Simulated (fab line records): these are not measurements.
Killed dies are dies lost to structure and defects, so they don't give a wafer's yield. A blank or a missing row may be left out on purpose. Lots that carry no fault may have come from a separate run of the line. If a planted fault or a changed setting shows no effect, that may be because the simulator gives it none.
Matching of chambers | flow n5_finfet | N5_HKMG_FIN_ETCH_35 on rie_diel-04: 4 sister chambers
The step etches SOC in N2/H2, target depth 215.8 nm, time 243.4 s. 18 wafers are shown with their chamber, then 9 later ones without.

== WAFERS PAIRED WITH THEIR CHAMBERS ==
wafer  | chamber | throttle_valve_pct (%) | showerhead_plenum_p_Torr (Torr) | drypump_motor_current_A (A)
L075.1 | 1       | 17.54                  | 2.50                            | 6.1
L075.3 | 2       | 18.05                  | 2.53                            | 5.8
L075.5 | 0       | 17.81                  | 2.45                            | 5.5
L077.1 | 0       | 17.83                  | 2.45                            | 5.5
L077.2 | 2       | 18.07                  | 2.53                            | 5.8
L077.3 | 3       | 17.89                  | 2.47                            | 5.7
L086.1 | 2       | 18.09                  | 2.52                            | 5.8
L086.3 | 1       | 17.58                  | 2.49                            | 6.1
L086.4 | 1       | 17.59                  | 2.49                            | 6.1
L087.2 | 2       | 18.10                  | 2.52                            | 5.9
L087.3 | 1       | 17.59                  | 2.49                            | 6.2
L087.4 | 3       | 17.92                  | 2.46                            | 5.6
L088.1 | 0       | 17.87                  | 2.45                            | 5.5
L088.2 | 3       | 17.90                  | 2.46                            | 5.7
L088.3 | 1       | 17.58                  | 2.49                            | 6.1
L088.4 | 2       | 18.12                  | 2.52                            | 5.9
L088.5 | 2       | 18.12                  | 2.52                            | 5.8
L088.6 | 1       | 17.60                  | 2.49                            | 6.1

SIGNATURES (averages over the wafers above)
reading                  | chamber 0 | chamber 1 | chamber 2 | chamber 3 | scatter within a chamber
throttle_valve_pct       | 17.8367   | 17.5800   | 18.0917   | 17.9033   | 0.0245
showerhead_plenum_p_Torr | 2.4500    | 2.4917    | 2.5233    | 2.4633    | 0.0045
drypump_motor_current_A  | 5.500     | 6.117     | 5.833     | 5.667     | 0.045
Rule: distance of a wafer from a chamber = root of the sum over the readings of ((wafer's reading minus chamber's mean) / reading's scatter) squared. The wafer belongs to the nearest chamber; if the next one is less than 2 further off, it can't be placed. The scatter: take each reading less its chamber's mean, square it, sum over the shown wafers, divide by the number of wafers less the number of chambers, and take the root.

== WAFERS WITH NO CHAMBER GIVEN ==
wafer  | throttle_valve_pct (%) | showerhead_plenum_p_Torr (Torr) | drypump_motor_current_A (A)
L089.2 | 17.59                  | 2.49                            | 6.1
L089.3 | 17.88                  | 2.44                            | 5.5
L089.6 | 18.13                  | 2.51                            | 5.8
L090.1 | 17.61                  | 2.48                            | 6.1
L090.2 | 17.86                  | 2.44                            | 5.5
L090.3 | 17.93                  | 2.46                            | 5.7
L097.2 | 18.15                  | 2.51                            | 5.9
L097.3 | 17.97                  | 2.45                            | 5.7
L097.6 | 18.16                  | 2.51                            | 5.9

== WHICH CHAMBER EACH ONE RAN IN ==
wafer  | from the rows above | in truth
L089.2 | 1                   | 1
L089.3 | 0                   | 0
L089.6 | 2                   | 2
L090.1 | 1                   | 1
L090.2 | 0                   | 0
L090.3 | 3                   | 3
L097.2 | 2                   | 2
L097.3 | 3                   | 3
L097.6 | 2                   | 2
9 of 9 placed correctly. Can't be placed from these rows: 0. Placed wrongly: 0.
